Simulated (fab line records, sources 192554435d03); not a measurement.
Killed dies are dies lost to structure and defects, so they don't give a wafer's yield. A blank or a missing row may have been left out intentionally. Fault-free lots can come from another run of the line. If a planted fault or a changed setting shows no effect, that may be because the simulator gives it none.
The tool behind it: which one? / flow n5 finfet / 10 lots, 29 wafers sampled, at 5 steps of a route of 1938

## WHAT THE GAUGES SHOWED, per wafer
N5_ILD0_THK_MEAS_04. Usual: thk nm reads 197.6 nm (standard deviation 1.6).
lot=L347; measured=day 3 17:55; on=film metro-01; thk nm (nm)=199.9 197.5 198.8; flag=
lot=L348; measured=day 3 23:04; on=film metro-01; thk nm (nm)=199.0 198.1 196.1; flag=
lot=L350; measured=day 4 10:51; on=film metro-01; thk nm (nm)=199.5 197.5 199.2; flag=
lot=L353; measured=day 5 06:09; on=film metro-02; thk nm (nm)=196.7 198.9 199.0; flag=
lot=L357; measured=day 6 02:24; on=film metro-01; thk nm (nm)=198.1 198.6 197.9; flag=
lot=L359; measured=day 6 15:09; on=film metro-01; thk nm (nm)=200.0 198.0 198.7; flag=
lot=L360; measured=day 6 18:37; on=film metro-01; thk nm (nm)=196.2 198.3 197.8; flag=
lot=L362; measured=day 7 07:05; on=film metro-02; thk nm (nm)=199.1 197.4 199.8; flag=
lot=L367; measured=day 8 13:27; on=film metro-01; thk nm (nm)=196.2 197.7; flag=
lot=L370; measured=day 9 08:13; on=film metro-02; thk nm (nm)=195.9 198.8 198.4; flag=

N5_BEOL_M4_RC_MEAS_101. Usual: DIBL_N 36.3 mV/V, standard deviation 1.9; DIBL_P 36.6 mV/V, standard deviation 2.4; IOFF_N 0.17 nA/um, standard deviation 0.037; IOFF_P 0.23 nA/um, standard deviation 0.04; ION_N 682 uA/um, standard deviation 14; ION_P 468 uA/um, standard deviation 8.6; SS_N 71.6 mV/dec, standard deviation 0.67; SS_P 73.4 mV/dec, standard deviation 0.71; VT_N 248 mV, standard deviation 3.3; VT_P -248.9 mV, standard deviation 2.9.
lot=L347; measured=day 9 21:41; on=prober-01; DIBL_N (mV/V)=34.6 36.1 36.3; DIBL_P (mV/V)=35.2 38.3 37.0; IOFF_N (nA/um)=0.14 0.16 0.15; IOFF_P (nA/um)=0.17 0.23 0.20; ION_N (uA/um)=671 682 672; ION_P (uA/um)=456 465 457; SS_N (mV/dec)=70.7 71.6 71.6; SS_P (mV/dec)=72.3 73.7 73.0; VT_N (mV)=253 247 250; VT_P (mV)=-252.2 -250.2 -252.8; flag=
lot=L348; measured=day 9 21:16; on=prober-02; DIBL_N (mV/V)=36.9 39.7 34.5; DIBL_P (mV/V)=37.1 39.7 34.6; IOFF_N (nA/um)=0.17 0.26 0.13; IOFF_P (nA/um)=0.23 0.29 0.19; ION_N (uA/um)=666 687 652; ION_P (uA/um)=460 468 454; SS_N (mV/dec)=72.4 72.9 70.9; SS_P (mV/dec)=73.1 74.1 72.6; VT_N (mV)=251 242 254; VT_P (mV)=-250.3 -244.7 -249.8; flag=
lot=L350; measured=day 9 07:34; on=prober-01; DIBL_N (mV/V)=32.4 35.1 32.7; DIBL_P (mV/V)=33.8 37.2 34.3; IOFF_N (nA/um)=0.14 0.17 0.13; IOFF_P (nA/um)=0.19 0.22 0.19; ION_N (uA/um)=693 689 660; ION_P (uA/um)=480 469 456; SS_N (mV/dec)=70.5 71.8 70.1; SS_P (mV/dec)=72.1 73.7 72.4; VT_N (mV)=248 249 253; VT_P (mV)=-247.9 -249.8 -251.4; flag=
lot=L353; measured=day 10 03:37; on=prober-02; DIBL_N (mV/V)=37.1 33.7 34.2; DIBL_P (mV/V)=37.6 33.6 33.7; IOFF_N (nA/um)=0.19 0.13 0.14; IOFF_P (nA/um)=0.25 0.19 0.19; ION_N (uA/um)=682 674 671; ION_P (uA/um)=470 470 470; SS_N (mV/dec)=72.1 70.5 71.0; SS_P (mV/dec)=74.1 72.3 72.5; VT_N (mV)=244 250 249; VT_P (mV)=-246.7 -251.4 -250.2; flag=
lot=L357; measured=day 11 03:56; on=prober-01; DIBL_N (mV/V)=34.8 36.1 32.9; DIBL_P (mV/V)=33.7 36.5 31.7; IOFF_N (nA/um)=0.14 0.16 0.11; IOFF_P (nA/um)=0.21 0.24 0.18; ION_N (uA/um)=670 689 659; ION_P (uA/um)=464 477 467; SS_N (mV/dec)=71.2 72.0 70.0; SS_P (mV/dec)=73.4 73.3 72.3; VT_N (mV)=247 248 249; VT_P (mV)=-249.1 -247.5 -249.1; flag=
lot=L359; measured=day 12 13:59; on=prober-02; DIBL_N (mV/V)=37.4 37.4 35.4; DIBL_P (mV/V)=36.6 37.6 35.2; IOFF_N (nA/um)=0.16 0.16 0.13; IOFF_P (nA/um)=0.20 0.21 0.19; ION_N (uA/um)=685 696 676; ION_P (uA/um)=459 471 466; SS_N (mV/dec)=71.6 71.8 71.3; SS_P (mV/dec)=72.4 73.2 72.6; VT_N (mV)=248 249 251; VT_P (mV)=-250.5 -248.8 -250.7; flag=
lot=L360; measured=day 12 22:55; on=prober-02; DIBL_N (mV/V)=33.3 35.7 37.1; DIBL_P (mV/V)=30.8 33.8 35.7; IOFF_N (nA/um)=0.14 0.18 0.20; IOFF_P (nA/um)=0.19 0.24 0.27; ION_N (uA/um)=660 678 709; ION_P (uA/um)=459 474 488; SS_N (mV/dec)=71.3 71.8 71.4; SS_P (mV/dec)=72.0 73.0 73.6; VT_N (mV)=252 246 245; VT_P (mV)=-249.0 -246.6 -243.7; flag=
lot=L362; measured=day 13 22:39; on=prober-01; DIBL_N (mV/V)=37.7 39.6 38.3; DIBL_P (mV/V)=39.2 40.3 38.9; IOFF_N (nA/um)=0.20 0.25 0.20; IOFF_P (nA/um)=0.25 0.26 0.24; ION_N (uA/um)=690 694 688; ION_P (uA/um)=472 473 468; SS_N (mV/dec)=71.7 72.6 72.4; SS_P (mV/dec)=73.4 74.0 73.3; VT_N (mV)=245 247 251; VT_P (mV)=-248.1 -247.4 -251.3; flag=
lot=L367; measured=day 15 09:31; on=prober-02; DIBL_N (mV/V)=36.8 35.5; DIBL_P (mV/V)=36.7 34.5; IOFF_N (nA/um)=0.18 0.15; IOFF_P (nA/um)=0.25 0.21; ION_N (uA/um)=694 689; ION_P (uA/um)=483 476; SS_N (mV/dec)=71.5 70.9; SS_P (mV/dec)=73.7 73.3; VT_N (mV)=249 252; VT_P (mV)=-247.9 -248.4; flag=
lot=L370; measured=day 16 15:31; on=prober-02; DIBL_N (mV/V)=34.3 34.5 34.6; DIBL_P (mV/V)=33.4 34.6 34.5; IOFF_N (nA/um)=0.14 0.14 0.14; IOFF_P (nA/um)=0.17 0.18 0.18; ION_N (uA/um)=669 678 672; ION_P (uA/um)=459 469 456; SS_N (mV/dec)=71.1 70.5 71.4; SS_P (mV/dec)=72.8 73.0 72.8; VT_N (mV)=250 250 250; VT_P (mV)=-252.5 -248.1 -248.1; flag=

## EACH LOT AND THE TOOL THAT RAN IT (in order: tool; ch and the chambers of the sampled wafers; start)
lot=L347; N5_SD_EPI_P_STRIP_40=plasma asher-01 ch 0,1, day 3 10:43; N5_SD_ACTIVATION_LSA_01=laser anneal-01 ch 0, day 3 14:42; N5_ILD0_CMP_12=cmp-01 ch 0,2,3, day 3 21:11
lot=L348; N5_SD_EPI_P_STRIP_40=plasma asher-02 ch 0,1, day 3 16:29; N5_SD_ACTIVATION_LSA_01=laser anneal-02 ch 0, day 3 19:38; N5_ILD0_CMP_12=cmp-01 ch 1,2, day 4 02:20
lot=L350; N5_SD_EPI_P_STRIP_40=plasma asher-02 ch 0,1, day 4 04:31; N5_SD_ACTIVATION_LSA_01=laser anneal-02 ch 0, day 4 07:41; N5_ILD0_CMP_12=cmp-02 ch 1,2, day 4 14:19
lot=L353; N5_SD_EPI_P_STRIP_40=plasma asher-02 ch 0,1, day 4 22:51; N5_SD_ACTIVATION_LSA_01=laser anneal-01 ch 0, day 5 02:55; N5_ILD0_CMP_12=cmp-04 ch 0,1, day 5 09:47
lot=L357; N5_SD_EPI_P_STRIP_40=plasma asher-02 ch 0,1, day 5 19:13; N5_SD_ACTIVATION_LSA_01=laser anneal-01 ch 0, day 5 23:10; N5_ILD0_CMP_12=cmp-01 ch 0,1, day 6 05:38
lot=L359; N5_SD_EPI_P_STRIP_40=plasma asher-02 ch 0,1, day 6 08:10; N5_SD_ACTIVATION_LSA_01=laser anneal-01 ch 0, day 6 11:23; N5_ILD0_CMP_12=cmp-04 ch 0,1,2, day 6 18:52
lot=L360; N5_SD_EPI_P_STRIP_40=plasma asher-01 ch 0,1, day 6 12:12; N5_SD_ACTIVATION_LSA_01=laser anneal-02 ch 0, day 6 15:22; N5_ILD0_CMP_12=cmp-01 ch 0,2,3, day 6 21:53
lot=L362; N5_SD_EPI_P_STRIP_40=plasma asher-01 ch 0,1, day 7 00:42; N5_SD_ACTIVATION_LSA_01=laser anneal-02 ch 0, day 7 03:52; N5_ILD0_CMP_12=cmp-01 ch 2,3, day 7 10:20
lot=L367; N5_SD_EPI_P_STRIP_40=plasma asher-02 ch 0, day 8 04:07; N5_SD_ACTIVATION_LSA_01=laser anneal-01 ch 0, day 8 09:12; N5_ILD0_CMP_12=cmp-04 ch 0,3, day 8 16:52
lot=L370; N5_SD_EPI_P_STRIP_40=plasma asher-01 ch 0,1, day 9 00:38; N5_SD_ACTIVATION_LSA_01=laser anneal-02 ch 0, day 9 04:39; N5_ILD0_CMP_12=cmp-04 ch 0,1, day 9 12:07
- N5_SD_EPI_P_STRIP_40: strips in N2/H2.
- N5_SD_ACTIVATION_LSA_01: time 0.0008 s.
- N5_ILD0_CMP_12: polishes SiNx, stops on poly-Si, t overpolish 6 s, target thk 17.67 nm.

## WHAT THE TOOLS THEMSELVES READ (means of the sampled wafers that have a number; where no wafer has one, the mark that the record gives instead)
N5_SD_EPI_P_STRIP_40. Usual: drypump motor current A 5.4 A, standard deviation 0.34; h2 flow sccm 3251 sccm, standard deviation 8.5; heater power w 355 W, standard deviation 51; oes product au 0.762 a.u., standard deviation 0.013.
lot=L347; tool=plasma asher-01; drypump motor current A (A)=5.4; h2 flow sccm (sccm)=3247; heater power w (W)=329; oes product au (a.u.)=0.774; flag=
lot=L348; tool=plasma asher-02; drypump motor current A (A)=5.3; h2 flow sccm (sccm)=3248; heater power w (W)=364; oes product au (a.u.)=0.775; flag=
lot=L350; tool=plasma asher-02; drypump motor current A (A)=5.6; h2 flow sccm (sccm)=3248; heater power w (W)=393; oes product au (a.u.)=0.746; flag=
lot=L353; tool=plasma asher-02; drypump motor current A (A)=5.3; h2 flow sccm (sccm)=3250; heater power w (W)=375; oes product au (a.u.)=0.760; flag=
lot=L357; tool=plasma asher-02; drypump motor current A (A)=5.5; h2 flow sccm (sccm)=3241; heater power w (W)=395; oes product au (a.u.)=0.764; flag=
lot=L359; tool=plasma asher-02; drypump motor current A (A)=5.3; h2 flow sccm (sccm)=3254; heater power w (W)=372; oes product au (a.u.)=0.760; flag=
lot=L360; tool=plasma asher-01; drypump motor current A (A)=5.3; h2 flow sccm (sccm)=3253; heater power w (W)=300; oes product au (a.u.)=0.761; flag=
lot=L362; tool=plasma asher-01; drypump motor current A (A)=5.4; h2 flow sccm (sccm)=3259; heater power w (W)=333; oes product au (a.u.)=0.754; flag=
lot=L367; tool=plasma asher-02; drypump motor current A (A)=5.0; h2 flow sccm (sccm)=3247; heater power w (W)=342; oes product au (a.u.)=0.744; flag=
lot=L370; tool=plasma asher-01; drypump motor current A (A)=5.5; h2 flow sccm (sccm)=3241; heater power w (W)=333; oes product au (a.u.)=0.750; flag=

N5_SD_ACTIVATION_LSA_01. Usual: wafer_temp_C_max reads 1083.2 (standard deviation 0.64).
lot=L347; tool=laser anneal-01; wafer_temp_C_max=1082.7; flag=
lot=L348; tool=laser anneal-02; wafer_temp_C_max=1083.3; flag=
lot=L350; tool=laser anneal-02; wafer_temp_C_max=1083.1; flag=
lot=L353; tool=laser anneal-01; wafer_temp_C_max=1083.2; flag=
lot=L357; tool=laser anneal-01; wafer_temp_C_max=1083.4; flag=
lot=L359; tool=laser anneal-01; wafer_temp_C_max=1083.2; flag=
lot=L360; tool=laser anneal-02; wafer_temp_C_max=1082.9; flag=
lot=L362; tool=laser anneal-02; wafer_temp_C_max=1083.2; flag=
lot=L367; tool=laser anneal-01; wafer_temp_C_max=1082.2; flag=
lot=L370; tool=laser anneal-02; wafer_temp_C_max=1083.6; flag=

N5_ILD0_CMP_12. Usual: head pressure psi 2.500 psi, standard deviation 0.0054; motor current A 9.2 A, standard deviation 0.87; overpolish run s 5.999 s, standard deviation 0.0089; slurry filter dp kPa 13.51 kPa, standard deviation 0.15; time to endpoint s 29 s, standard deviation 3.2.
lot=L347; tool=cmp-01; head pressure psi (psi)=2.500; motor current A (A)=10.3; overpolish run s (s)=5.998; slurry filter dp kPa (kPa)=13.57; time to endpoint s (s)=31; flag=
lot=L348; tool=cmp-01; head pressure psi (psi)=2.494; motor current A (A)=9.4; overpolish run s (s)=6.009; slurry filter dp kPa (kPa)=13.62; time to endpoint s (s)=27; flag=
lot=L350; tool=cmp-02; head pressure psi (psi)=2.502; motor current A (A)=9.1; overpolish run s (s)=5.996; slurry filter dp kPa (kPa)=13.47; time to endpoint s (s)=32; flag=
lot=L353; tool=cmp-04; head pressure psi (psi)=2.503; motor current A (A)=9.2; overpolish run s (s)=6.005; slurry filter dp kPa (kPa)=13.73; time to endpoint s (s)=30; flag=
lot=L357; tool=cmp-01; head pressure psi (psi)=2.499; motor current A (A)=8.5; overpolish run s (s)=5.996; slurry filter dp kPa (kPa)=13.43; time to endpoint s (s)=27; flag=
lot=L359; tool=cmp-04; head pressure psi (psi)=2.496; motor current A (A)=8.7; overpolish run s (s)=6.001; slurry filter dp kPa (kPa)=13.55; time to endpoint s (s)=29; flag=
lot=L360; tool=cmp-01; head pressure psi (psi)=2.502; motor current A (A)=9.8; overpolish run s (s)=6.005; slurry filter dp kPa (kPa)=13.50; time to endpoint s (s)=22; flag=
lot=L362; tool=cmp-01; head pressure psi (psi)=2.503; motor current A (A)=10.4; overpolish run s (s)=5.997; slurry filter dp kPa (kPa)=13.43; time to endpoint s (s)=23; flag=
lot=L367; tool=cmp-04; head pressure psi (psi)=2.504; motor current A (A)=9.2; overpolish run s (s)=5.997; slurry filter dp kPa (kPa)=13.26; time to endpoint s (s)=28; flag=
lot=L370; tool=cmp-04; head pressure psi (psi)=2.496; motor current A (A)=9.1; overpolish run s (s)=6.001; slurry filter dp kPa (kPa)=13.35; time to endpoint s (s)=28; flag=

## THE ANSWER, worked out from the rows above alone
Rule: lot off if the mean of its wafers having a number is beyond 3 standard deviations from the usual mean. A lot without any number at a reading at which 4 lots or more have one is off too. Where the step has rows for the other lots, those lots are counted as sound. First the gauges in route order, then the tools' own readings, where a lot's mean is used as printed above. The first step at which some lot is off is used, and at that step the reading that is off furthest; a lot without a number counts as furthest.
Across all readings shown, no lot is off: no conclusion can be drawn from this.

## WHAT WAS PUT IN BY THE SIMULATOR
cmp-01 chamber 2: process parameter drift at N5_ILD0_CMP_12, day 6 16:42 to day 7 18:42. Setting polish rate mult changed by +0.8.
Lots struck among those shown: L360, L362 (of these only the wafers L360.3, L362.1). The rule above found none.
